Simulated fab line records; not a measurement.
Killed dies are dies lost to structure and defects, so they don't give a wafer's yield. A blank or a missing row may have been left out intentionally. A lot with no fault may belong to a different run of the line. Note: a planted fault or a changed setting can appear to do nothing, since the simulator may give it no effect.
A struck lot beside a sound one -- flow n5 finfet -- 16 steps out of a route of 1938
Sound: these wafers, L432.1, L432.3. Wafers struck: L424.2, L424.4, L424.5. Last of all comes the cause.
At each step with rows: each side's tool, then ch and its chambers, then its first start. Under that, the readings that differ: sound wafers -- struck wafers -- difference of the means -- sigmas: that difference in standard deviations of wafers without a fault.
alike: same words and numbers on both sides, and readings whose means sit less than 2 such deviations apart. not compared: any withheld reading, any reading some wafer has no value for, any bound like >300 that may hide the same value, and any number with overlapping values for which the record gives no deviation.
A row with sigmas, a row that says differs or no value, or rows on one side alone: a step with any of these is where the two part. Numbers that have no deviation but don't overlap get no sigmas and don't part them. A reading that every wafer of one side lacks parts them only if that side has two wafers or more.

first, 12 steps without rows for these wafers: N5_HKMG_FIN_ETCH_31 (etches SiARC in CF4, target depth 45.5 nm, time 75.8 s); N5_HKMG_FIN_ETCH_32 (etches SOC in N2/H2, target depth 240 nm, time 300 s); N5_HKMG_FIN_STRIP_33 (strips in N2/H2); N5_HKMG_FIN_STRIP_34 (strips in CF4); N5_HKMG_FIN_ETCH_35 (etches SOC in N2/H2, target depth 215.8 nm, time 243.4 s); N5_HKMG_FIN_STRIP_92 (strips SOC in N2/H2, time 20 s); N5_HKMG_FIN_WET_ETCH_18 (etches TiN in SC1, time 55 s, target depth 5.2 nm, rinse time 30 s); N5_HKMG_FIN_STRIP_19 (strips in N2/H2, time 360 s); N5_HKMG_FIN_ALD_91 (deposits TiN, target thk 1 nm, pulse time 1 s, purge time 3 s); N5_HKMG_FIN_COAT_85 (time 60 s, resist thk 300 nm); N5_HKMG_FIN_ETCH_86 (etches SOC in N2/H2, stops on TiN, target depth 393.2 nm); N5_HKMG_FIN_STRIP_89 (strips SOC in N2/H2, time 20 s).
N5_HKMG_FIN_WET_ETCH_87: etches TiN in SC1, time 154.2 s, target depth 4.7 nm, rinse time 30 s.
  sound on wet bench-01 ch 2,4, day 7 22:07; struck on wet bench-01 ch 2,5,6, day 5 23:46
  no value came back on the struck wafers for bath guard temp C (C), bath heat duty pct (%), diw flow mL min; on the sound wafers bath guard temp C (C) reads 49.1 50.2
then, 1 step without rows for these wafers: N5_HKMG_FIN_STRIP_88 (strips in N2/H2, time 360 s).
N5_BEOL_M4_RC_MEAS_101:
  the record has rows for the sound wafers here (prober-01 ch 0, day 12 10:06) and none for the struck ones
-- record jumps: 9 days separate the struck wafers' starts on either side; left off in module BEOL_M4, taken up again in module PASSIVATION, whose first shown step is the route's number 1936 --
N5_PASSIVATION_PROBE_49:
  sound on prober-01, day 17 02:24; struck on prober-02, day 14 14:46
reading,sound,struck,difference,sigmas
defect limited yield (%),92.7 92.0,0 0 0,-92,-62
killed at front end,28 33,1101 1092 1112,+1071,+97
killed dies,86 94,1180 1180 1180,+1090,+61
killed on rim,13 11,152 152 152,+140,+32
sort_bin_5_function (%),4.8 4.8,95.3 95.6 95.4,+90.6,+91
sort_bin_6_memory (%),2.2 2.8,4.3 3.8 4.1,+1.6,+2
sort n pass,1094 1086,0 0 0,-1090,-50
  alike: killed_at_M0_to_M3, killed_at_M4_up, killed at contacts, killed at other, killed open, killed short, sort_bin_8_speed

## WHERE THEY PART
Last at N5_PASSIVATION_PROBE_49 as far as this record goes, first at N5_HKMG_FIN_WET_ETCH_87.

WHY: the cause the simulator had injected
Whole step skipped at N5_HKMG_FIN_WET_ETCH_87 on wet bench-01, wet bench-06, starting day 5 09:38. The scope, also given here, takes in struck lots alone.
